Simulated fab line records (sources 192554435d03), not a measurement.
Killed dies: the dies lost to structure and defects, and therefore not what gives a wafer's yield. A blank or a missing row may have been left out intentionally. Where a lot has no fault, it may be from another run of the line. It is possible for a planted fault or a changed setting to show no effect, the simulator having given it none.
Which tool was responsible? | flow n5_finfet | 8 lots with 24 wafers sampled at 5 steps, on a route of 1938 steps

## WHAT THE GAUGES READ, wafer by wafer
N5_BEOL_M4_RC_MEAS_101. Usual: DIBL_N 36.0 mV/V, standard deviation 1.7; DIBL_P 36.2 mV/V, standard deviation 1.9; IOFF_N 0.154 nA/um, standard deviation 0.028; IOFF_P 0.21 nA/um, standard deviation 0.036; ION_N 675 uA/um, standard deviation 11; ION_P 463 uA/um, standard deviation 8.3; SS_N 71.4 mV/dec, standard deviation 0.63; SS_P 73.2 mV/dec, standard deviation 0.55; VT_N 250.2 mV, standard deviation 3; VT_P -251 mV, standard deviation 3.7.
lot  | measured     | on        | DIBL_N (mV/V)  | DIBL_P (mV/V)  | IOFF_N (nA/um)    | IOFF_P (nA/um) | ION_N (uA/um) | ION_P (uA/um) | SS_N (mV/dec)  | SS_P (mV/dec)  | VT_N (mV)         | VT_P (mV)      | flag
L369 | day 9 00:48  | prober-02 | 37.5 34.2 36.4 | 37.4 33.4 35.8 | 0.178 0.133 0.157 | 0.29 0.23 0.26 | 673 672 666   | 469 475 468   | 71.7 70.0 71.2 | 73.6 73.3 73.5 | 248.0 251.1 253.0 | -242 -245 -243 |
L373 | day 10 23:41 | prober-02 | 37.7 38.0 34.4 | 38.6 38.8 34.9 | 0.180 0.185 0.128 | 0.23 0.23 0.17 | 685 679 671   | 477 467 462   | 71.5 72.4 71.1 | 73.7 73.4 72.3 | 249.5 246.9 252.7 | -247 -248 -250 |
L376 | day 12 05:21 | prober-01 | 36.9 35.5 36.7 | 37.4 35.5 36.4 | 0.154 0.126 0.142 | 0.20 0.18 0.18 | 673 660 670   | 455 455 455   | 71.7 72.1 71.4 | 73.4 72.6 73.1 | 252.1 252.8 250.3 | -252 -252 -254 |
L381 | day 13 12:22 | prober-02 | 35.6 37.3 38.7 | 36.0 38.0 38.1 | 0.124 0.157 0.185 | 0.18 0.21 0.22 | 651 668 668   | 450 456 457   | 71.6 72.5 72.8 | 72.4 72.9 73.2 | 252.7 251.6 248.1 | -252 -251 -249 |
L384 | day 13 22:02 | prober-02 | 35.8 36.9 35.5 | 34.7 37.0 34.6 | 0.133 0.160 0.142 | 0.21 0.25 0.22 | 668 669 665   | 463 465 466   | 70.8 71.2 70.7 | 73.0 73.9 72.5 | 252.7 245.8 247.8 | -247 -246 -248 |
L388 | day 15 04:00 | prober-01 | 35.2 33.8 36.6 | 32.4 32.5 35.7 | 0.128 0.107 0.150 | 0.17 0.17 0.22 | 662 669 673   | 459 462 466   | 70.8 70.2 71.1 | 72.1 72.8 72.9 | 256.1 258.0 251.3 | -253 -255 -248 |
L391 | day 15 08:19 | prober-01 | 36.7 37.2 36.0 | 35.6 37.2 34.8 | 0.158 0.174 0.164 | 0.24 0.26 0.23 | 666 677 686   | 465 471 477   | 71.5 71.2 71.5 | 73.4 73.7 73.0 | 252.7 247.7 248.4 | -247 -243 -247 |
L392 | day 15 11:02 | prober-02 | 36.1 35.9 37.9 | 36.9 34.8 39.6 | 0.145 0.148 0.192 | 0.21 0.19 0.25 | 660 662 697   | 455 456 471   | 71.4 71.4 72.3 | 73.0 72.7 73.9 | 253.2 252.0 247.7 | -253 -252 -249 |

## WHICH TOOL RAN EACH LOT (tool, then ch and the chambers of the sampled wafers, then the start)
lot  | N5_GATE_CUT_DESCUM_18              | N5_GATE_CUT_HM_OPEN_40             | N5_GATE_CUT_STRIP_42               | N5_GATE_CUT_CUT_ETCH_53
L369 | rie_diel-06 ch 1,3, day 5 00:22    | rie_diel-06 ch 1,3, day 5 00:32    | rie_diel-06 ch 1,3, day 5 00:37    | rie_metal-01 ch 1, day 5 00:46
L373 | rie_diel-02 ch 0,1, day 5 10:25    | rie_diel-02 ch 0,1, day 5 10:35    | rie_diel-02 ch 0,1, day 5 10:40    | rie_metal-01 ch 0,1, day 5 10:49
L376 | rie_diel-06 ch 0,1,2, day 6 06:59  | rie_diel-06 ch 0,1,2, day 6 07:09  | rie_diel-06 ch 0,1,2, day 6 07:14  | rie_metal-01 ch 0,1, day 6 07:23
L381 | rie_diel-06 ch 0,2, day 7 16:14    | rie_diel-06 ch 0,2, day 7 16:24    | rie_diel-06 ch 0,2, day 7 16:29    | rie_metal-03 ch 0,1, day 7 16:37
L384 | rie_diel-02 ch 1,3, day 8 12:26    | rie_diel-02 ch 1,3, day 8 12:36    | rie_diel-02 ch 1,3, day 8 12:41    | rie_metal-03 ch 0,1, day 8 12:50
L388 | rie_diel-04 ch 2,3, day 9 10:16    | rie_diel-04 ch 2,3, day 9 10:26    | rie_diel-04 ch 2,3, day 9 10:31    | rie_metal-01 ch 0,1, day 9 10:40
L391 | rie_diel-06 ch 0,2,3, day 10 02:33 | rie_diel-06 ch 0,2,3, day 10 02:43 | rie_diel-06 ch 0,2,3, day 10 02:48 | rie_metal-01 ch 0,1, day 10 02:56
L392 | rie_diel-02 ch 2,3, day 10 06:35   | rie_diel-02 ch 2,3, day 10 06:45   | rie_diel-02 ch 2,3, day 10 06:50   | rie_metal-01 ch 0,1, day 10 06:59
- N5_GATE_CUT_DESCUM_18: chemistry O2, time 7 s.
- N5_GATE_CUT_HM_OPEN_40: chemistry C4F6/O2, target SiO2, target depth 139 nm, time 85.1 s.
- N5_GATE_CUT_STRIP_42: strips in O2.
- N5_GATE_CUT_CUT_ETCH_53: etches W in SF6/Cl2, target depth 79.2 nm.

## WHAT THE TOOLS THEMSELVES READ (means of the sampled wafers that have a number; where no wafer has one, the mark that the record gives instead)
N5_GATE_CUT_DESCUM_18. Usual: for chamber_pressure_mTorr, 19.998 mTorr with a standard deviation of 0.018; for drypump_motor_current_A, 5.5 A with a standard deviation of 0.34; for o2_flow_sccm, 225.0 sccm with a standard deviation of 0.65; for oes_product_au, 0.75 a.u. with a standard deviation of 0.077; for rf_vpp_V, 242.5 V with a standard deviation of 1.3; for showerhead_plenum_p_Torr, 2.06 Torr with a standard deviation of 0.064; for throttle_valve_pct, 20.46 % with a standard deviation of 0.24.
lot  | tool        | chamber_pressure_mTorr (mTorr) | drypump_motor_current_A (A) | o2_flow_sccm (sccm) | oes_product_au (a.u.) | rf_vpp_V (V) | showerhead_plenum_p_Torr (Torr) | throttle_valve_pct (%) | flag
L369 | rie_diel-06 | 20.012                         | 5.4                         | 225.0               | 0.75                  | 242.1        | 2.02                            | 20.69                  |
L373 | rie_diel-02 | 20.006                         | 5.8                         | 225.5               | 0.73                  | 243.2        | 2.04                            | 20.19                  |
L376 | rie_diel-06 | 19.998                         | 5.3                         | 225.0               | 0.80                  | 242.5        | 2.08                            | 20.35                  |
L381 | rie_diel-06 | 19.992                         | 5.0                         | 225.5               | 0.83                  | 242.6        | 2.10                            | 20.35                  |
L384 | rie_diel-02 | 20.010                         | 5.8                         | 225.3               | 0.72                  | 242.0        | 2.04                            | 20.49                  |
L388 | rie_diel-04 | 20.006                         | 5.4                         | 225.8               | 0.70                  | 243.8        | 2.15                            | 20.59                  |
L391 | rie_diel-06 | 20.002                         | 5.2                         | 224.9               | 0.78                  | 243.2        | 2.08                            | 20.59                  |
L392 | rie_diel-02 | 20.001                         | 5.6                         | 225.3               | 0.70                  | 242.4        | 2.05                            | 20.45                  |

N5_GATE_CUT_HM_OPEN_40. Usual: for chamber_pressure_mTorr, 29.998 mTorr with a standard deviation of 0.027; for drypump_motor_current_A, 5.5 A with a standard deviation of 0.34; for etch_rf_on_time_s, 93.3 s with a standard deviation of 2.6; for oes_product_au, 0.68 a.u. with a standard deviation of 0.067; for rf_vpp_V, 668 V with a standard deviation of 15; for showerhead_plenum_p_Torr, 2.81 Torr with a standard deviation of 0.08; for throttle_valve_pct, 20.95 % with a standard deviation of 0.21.
lot  | tool        | chamber_pressure_mTorr (mTorr) | drypump_motor_current_A (A) | etch_rf_on_time_s (s) | oes_product_au (a.u.) | rf_vpp_V (V) | showerhead_plenum_p_Torr (Torr) | throttle_valve_pct (%) | flag
L369 | rie_diel-06 | 29.984                         | 5.5                         | 90.4                  | 0.69                  | 672          | 2.74                            | 21.16                  |
L373 | rie_diel-02 | 30.006                         | 5.8                         | 94.5                  | 0.65                  | 668          | 2.79                            | 20.73                  |
L376 | rie_diel-06 | 30.000                         | 5.3                         | 91.4                  | 0.72                  | 675          | 2.83                            | 20.86                  |
L381 | rie_diel-06 | 30.005                         | 5.0                         | 94.3                  | 0.74                  | 679          | 2.84                            | 20.77                  |
L384 | rie_diel-02 | 29.993                         | 5.8                         | 94.5                  | 0.63                  | 651          | 2.76                            | 20.92                  |
L388 | rie_diel-04 | 30.003                         | 5.4                         | 95.8                  | 0.64                  | 669          | 2.91                            | 21.07                  |
L391 | rie_diel-06 | 30.002                         | 5.2                         | 93.6                  | 0.69                  | 676          | 2.82                            | 20.99                  |
L392 | rie_diel-02 | 30.007                         | 5.6                         | 94.6                  | 0.63                  | 675          | 2.80                            | 20.97                  |

N5_GATE_CUT_STRIP_42. Usual: for chamber_pressure_mTorr, 29.998 mTorr with a standard deviation of 0.026; for drypump_motor_current_A, 5.5 A with a standard deviation of 0.34; for o2_flow_sccm, 225.0 sccm with a standard deviation of 0.68; for oes_product_au, 0.75 a.u. with a standard deviation of 0.076; for rf_vpp_V, 3.7 V with a standard deviation of 0.52; for showerhead_plenum_p_Torr, 2.07 Torr with a standard deviation of 0.064; for throttle_valve_pct, 16.72 % with a standard deviation of 0.23.
lot  | tool        | chamber_pressure_mTorr (mTorr) | drypump_motor_current_A (A) | o2_flow_sccm (sccm) | oes_product_au (a.u.) | rf_vpp_V (V) | showerhead_plenum_p_Torr (Torr) | throttle_valve_pct (%) | flag
L369 | rie_diel-06 | 30.005                         | 5.4                         | 224.7               | 0.76                  | 3.5          | 2.02                            | 16.90                  |
L373 | rie_diel-02 | 30.017                         | 5.8                         | 224.9               | 0.73                  | 3.9          | 2.04                            | 16.48                  |
L376 | rie_diel-06 | 29.974                         | 5.2                         | 225.2               | 0.80                  | 3.9          | 2.08                            | 16.59                  |
L381 | rie_diel-06 | 29.984                         | 5.0                         | 224.8               | 0.83                  | 3.8          | 2.10                            | 16.57                  |
L384 | rie_diel-02 | 30.001                         | 5.8                         | 224.6               | 0.72                  | 3.2          | 2.04                            | 16.77                  |
L388 | rie_diel-04 | 29.997                         | 5.4                         | 225.5               | 0.70                  | 3.7          | 2.15                            | 16.85                  |
L391 | rie_diel-06 | 30.003                         | 5.1                         | 225.2               | 0.77                  | 3.5          | 2.08                            | 16.80                  |
L392 | rie_diel-02 | 30.009                         | 5.6                         | 224.2               | 0.69                  | 3.1          | 2.06                            | 16.75                  |

N5_GATE_CUT_CUT_ETCH_53. Usual: chamber_pressure_mTorr 8.000 mTorr, standard deviation 0.0083; drypump_motor_current_A 5.9 A, standard deviation 0.31; etch_rf_on_time_s 26.2 s, standard deviation 0.44; oes_product_au 0.71 a.u., standard deviation 0.067; throttle_valve_pct 29.0 %, standard deviation 0.35.
lot  | tool         | chamber_pressure_mTorr (mTorr) | drypump_motor_current_A (A) | etch_rf_on_time_s (s) | oes_product_au (a.u.) | throttle_valve_pct (%) | flag
L369 | rie_metal-01 | 8.005                          | 6.1                         | 26.0                  | 0.71                  | 29.5                   |
L373 | rie_metal-01 | 7.996                          | 5.9                         | 26.7                  | 0.70                  | 29.0                   |
L376 | rie_metal-01 | 8.002                          | 6.0                         | 26.1                  | 0.71                  | 29.3                   |
L381 | rie_metal-03 | 7.994                          | 6.2                         | 21.9                  | 0.79                  | 28.9                   | OFF
L384 | rie_metal-03 | 7.993                          | 6.1                         | 24.2                  | 0.66                  | 28.8                   | OFF
L388 | rie_metal-01 | 8.004                          | 5.9                         | 26.3                  | 0.69                  | 29.0                   |
L391 | rie_metal-01 | 8.000                          | 6.0                         | 26.1                  | 0.69                  | 29.3                   |
L392 | rie_metal-01 | 8.004                          | 5.9                         | 26.3                  | 0.68                  | 29.1                   |

## THE ANSWER, worked out from the rows above alone
Rule: take the mean of a lot's wafers that have a number; if it is more than 3 standard deviations from the usual mean, the lot is off. Also off: a lot with no number at a reading for which 4 or more lots have one. The other lots that the step has rows for count as sound. After the gauges, taken in route order, come the tools' own readings; for these a lot's mean is taken, as printed above. At the first step where some lot is off, the reading lying furthest off is the one used; lots without a number count as furthest.
Off: L381, L384 (N5_GATE_CUT_CUT_ETCH_53, etch_rf_on_time_s).
If a tool, at that step or one of the process steps before it, ran each lot that is off and ran no sound lot following the first of them, it fits. One candidate fits, namely rie_metal-03 at N5_GATE_CUT_CUT_ETCH_53. It ran no sound lot before its first lot that is off in this sample, so the start can't be narrowed down.
On the lots that are off, the tool's own readings at N5_GATE_CUT_CUT_ETCH_53 differ by more than 5 times the standard deviation of the sound lots' means, which bears it out; etch_rf_on_time_s reads 23.0 s there versus 26.2 s on the sound lots.

## WHAT HAD BEEN PUT IN BY THE SIMULATOR
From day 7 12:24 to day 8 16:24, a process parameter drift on rie_metal-03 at N5_GATE_CUT_CUT_ETCH_53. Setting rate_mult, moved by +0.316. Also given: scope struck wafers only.
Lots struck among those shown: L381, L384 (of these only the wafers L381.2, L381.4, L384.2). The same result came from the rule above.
